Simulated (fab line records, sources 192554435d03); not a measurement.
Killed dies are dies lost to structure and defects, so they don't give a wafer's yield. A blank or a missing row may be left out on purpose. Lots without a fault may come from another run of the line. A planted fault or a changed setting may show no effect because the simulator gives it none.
Chamber matching | flow n5_finfet | N5_MOL_CONTACT_COAG_CO_FILL_22 on cvd_co-02: 3 sister chambers
The step material Co, precursor CCTBA/H2, target thk 20 nm. 6 wafers are shown with their chamber, then 12 later ones without.

WAFERS WITH THEIR CHAMBER
wafer  | chamber | heater_power_w (W)
L085.3 | 2       | 232
L087.3 | 2       | 239
L087.6 | 1       | 263
L088.2 | 0       | 258
L088.4 | 1       | 263
L088.5 | 0       | 256

WAFERS WITHOUT THEIR CHAMBER
wafer  | heater_power_w (W)
L089.4 | 233
L089.5 | 257
L089.6 | 270
L091.3 | 231
L091.5 | 260
L091.6 | 238
L093.2 | 256
L093.3 | 239
L093.5 | 261
L095.1 | 236
L095.4 | 261
L095.5 | 257

WHICH CHAMBER EACH WENT THROUGH
wafer  | from the rows above     | in truth
L089.4 | 2                       | 2
L089.5 | 0                       | 0
L089.6 | 1                       | 1
L091.3 | 2                       | 2
L091.5 | can't be placed: 0 or 1 | 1
L091.6 | 2                       | 2
L093.2 | 0                       | 0
L093.3 | 2                       | 2
L093.5 | can't be placed: 1 or 0 | 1
L095.1 | 2                       | 2
L095.4 | can't be placed: 1 or 0 | 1
L095.5 | 0                       | 0
Placed correctly: 9 of 12. Can't be placed from these rows: 3 (the true chamber is among the candidates in 3). Placed wrongly: 0.
How it was worked out, from the rows above alone: a wafer's distance from a chamber is the root of the sum, over the readings, of the square of ((its reading less the chamber's mean) divided by the reading's scatter). The wafer belongs to the nearest chamber; if the next one is less than 2 further off, it can't be placed. A chamber's mean is the mean of its shown wafers. The scatter: the root of (the sum of the squares of (reading less its chamber's mean) over the shown wafers, divided by (wafers less chambers)).
